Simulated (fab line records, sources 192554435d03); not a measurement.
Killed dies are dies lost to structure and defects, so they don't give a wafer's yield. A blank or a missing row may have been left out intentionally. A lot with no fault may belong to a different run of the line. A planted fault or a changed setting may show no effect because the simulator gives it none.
A struck lot beside a sound one	flow n5Finfet	39 steps out of a route of 1938
Sound: wafers L432.2, L432.3, L432.5. The struck wafers were L427.2, L427.3, L427.6. At the end, the cause is stated.
Order at every step that has rows: each side's tool, ch and its chambers, its first start. Under that, the readings that differ: sound wafers	struck wafers	difference of the means	sigmas: that difference in standard deviations of wafers without a fault.
alike: a reading whose means differ by less than 2 such deviations, as well as words and numbers matching on both sides. not compared: withheld readings; readings where some wafer has no value; bounds like >300 that might hide an equal value; numbers whose values overlap and for which the record gives no deviation.
The two part at a step that has a row with sigmas, a row that says differs or no value, or rows on one side only. Non-overlapping numbers with no deviation appear without sigmas and do not part them. Lack of a reading on every wafer of one side parts them only where that side has two or more wafers.

first, 9 steps without rows for these wafers: N5_BEOL_M4_ANNEAL_95 (time 240 s); N5_BEOL_M4_SPUTTER_96 (material Cu, target thk 4.5 nm, time 8.29 s); N5_BEOL_M4_ECD_50 (material Cu, target thk 300 nm); N5_BEOL_M4_ANNEAL_51 (time 90 s); N5_BEOL_M4_CMP_52 (polishes, stops on SiOC, t overpolish 6.8 s, target thk 40 nm); N5_BEOL_M4_PRE_CLEAN_60 (time 15 s); N5_BEOL_M4_CO_CAP_55 (material Co, precursor CCTBA/H2, target thk 2 nm, time 102.1 s); N5_BEOL_M4_PRE_CLEAN_56 (time 15 s); N5_BEOL_M4_DEP_57 (deposits SiCN from 3MS/NH3, target thk 8 nm, time 14 s).
N5_BEOL_M4_RC_MEAS_101:
  sound on prober-01 ch 0, day 15 15:19; struck on prober-02 ch 0, day 15 02:17
reading	sound	struck	difference	sigmas
VT_P (mV)	-258 -256 -255	-247 -245 -248	+10	+2
  alike: DIBL_N, DIBL_P, IOFF_N, IOFF_P, ION_N, ION_P, SS_N, SS_P, VT_N
then, 24 steps without rows for these wafers: N5_BEOL_M5_ILD_DEP_00 (deposits SiCOH lowk from DEMS/porogen, target thk 140.64 nm, time 25.9 s); N5_BEOL_M5_CURE_79 (cures SiCOH lowk, time 240 s); N5_BEOL_M5_PECVD_70 (deposits SiO2 from TEOS/O2, target thk 16 nm, time 18 s); N5_BEOL_M5_HM_DEP_02 (deposits TiN, target thk 20 nm); N5_BEOL_M5_COAT_59 (time 60 s, resist thk 60 nm); N5_BEOL_M5_COAT_60 (time 60 s, resist thk 12 nm); N5_BEOL_M5_COAT_71 (time 60 s, resist thk 5 nm); N5_BEOL_M5_COAT_05 (resist thk 30 nm); N5_BEOL_M5_EBR_07; N5_BEOL_M5_SOFTBAKE_06 (time 60 s); N5_BEOL_M5_EXPOSE_08 (exposes mask M5, target cd 28 nm); N5_BEOL_M5_PEB_09 (peb time 60 s); N5_BEOL_M5_DEVELOP_10 (develop time 30 s); N5_BEOL_M5_DESCUM_16 (chemistry O2, time 7 s); N5_BEOL_M5_ETCH_72 (etches underlayer in N2/H2, target depth 6.5 nm, time 5.2 s); N5_BEOL_M5_ETCH_61 (etches SiARC in CF4, target depth 15.6 nm, time 26 s); N5_BEOL_M5_ETCH_62 (etches SOC in N2/H2, target depth 75 nm, overetch 15 nm, time 112.5 s); N5_BEOL_M5_STRIP_63 (strips in N2/H2); N5_BEOL_M5_STRIP_73 (strips in N2/H2); N5_BEOL_M5_STRIP_64 (strips in CF4); N5_BEOL_M5_HM_OPEN_17 (chemistry Cl2/BCl3, target TiN, target depth 20 nm, overetch 6 nm); N5_BEOL_M5_STRIP_19 (strips in O2); N5_BEOL_M5_COAT_65 (time 60 s, resist thk 60 nm); N5_BEOL_M5_COAT_66 (time 60 s, resist thk 12 nm).
N5_BEOL_M7_CMP_52: polishes, stops on SiCOH lowk, t overpolish 6.9 s, target thk 80 nm.
  sound on cmp-03 ch 1,3, day 16 20:53; struck on cmp-02 ch 0,2,3, day 16 11:17
  no value came back on the struck wafers for any of 6 readings (barrierFieldEndpointS (s), clearingPlatenDownForcePsi (psi) and others); on the sound wafers barrierFieldEndpointS (s) reads 28.5 29.2 28.4
reading	sound	struck	difference	sigmas
model.Cu_of_BEOL_M7_ECD_50.thkNm (nm)	79.6 82.8 78.6	293.2 296.8 297.8	+215.6	
model.SiO2_of_BEOL_M7_PECVD_70.thkNm (nm)	0 0 0	19.6 20 20.2	+19.9	
N5_BEOL_M7_THK_MEAS_53: measures by xrf.
  sound on filmMetro-02, day 16 21:11; struck on filmMetro-02, day 16 11:31
reading	sound	struck	difference	sigmas
M7_THK (nm)	77.9 81.5 76.8	287.8 292.8 291.5	+212.0	+96
N5_BEOL_M7_RS_MEAS_57: measurement is done with a four-point probe.
  sound on filmMetro-01, day 16 21:19; struck on filmMetro-02, day 16 11:41
reading	sound	struck	difference	sigmas
M7_RS (ohm/sq)	0.288 0.275 0.293	0.066 0.065 0.065	-0.220	-24
N5_BEOL_M7_INSPECT_58: inspects for defects (darkfield).
  sound on defectInspect-01, day 16 21:20; struck on defectInspect-02, day 16 11:42
reading	sound	struck	difference	sigmas
rawDefectCount	40 54 45	1271 1268 1258	+1219	+51
-- the record jumps here: 3 days lie between the struck wafers' starts before and after (it left off in module BEOL_M7 and takes up again in module PASSIVATION, whose first step shown is number 1936 of the route) --
N5_PASSIVATION_PROBE_49:
  the record has rows for the struck wafers here (prober-01, day 19 12:17) and none for the sound ones

== WHERE THEY PART ==
At N5_BEOL_M4_RC_MEAS_101 first; at N5_PASSIVATION_PROBE_49 last (within this record only).

WHY: whatever the simulator had introduced
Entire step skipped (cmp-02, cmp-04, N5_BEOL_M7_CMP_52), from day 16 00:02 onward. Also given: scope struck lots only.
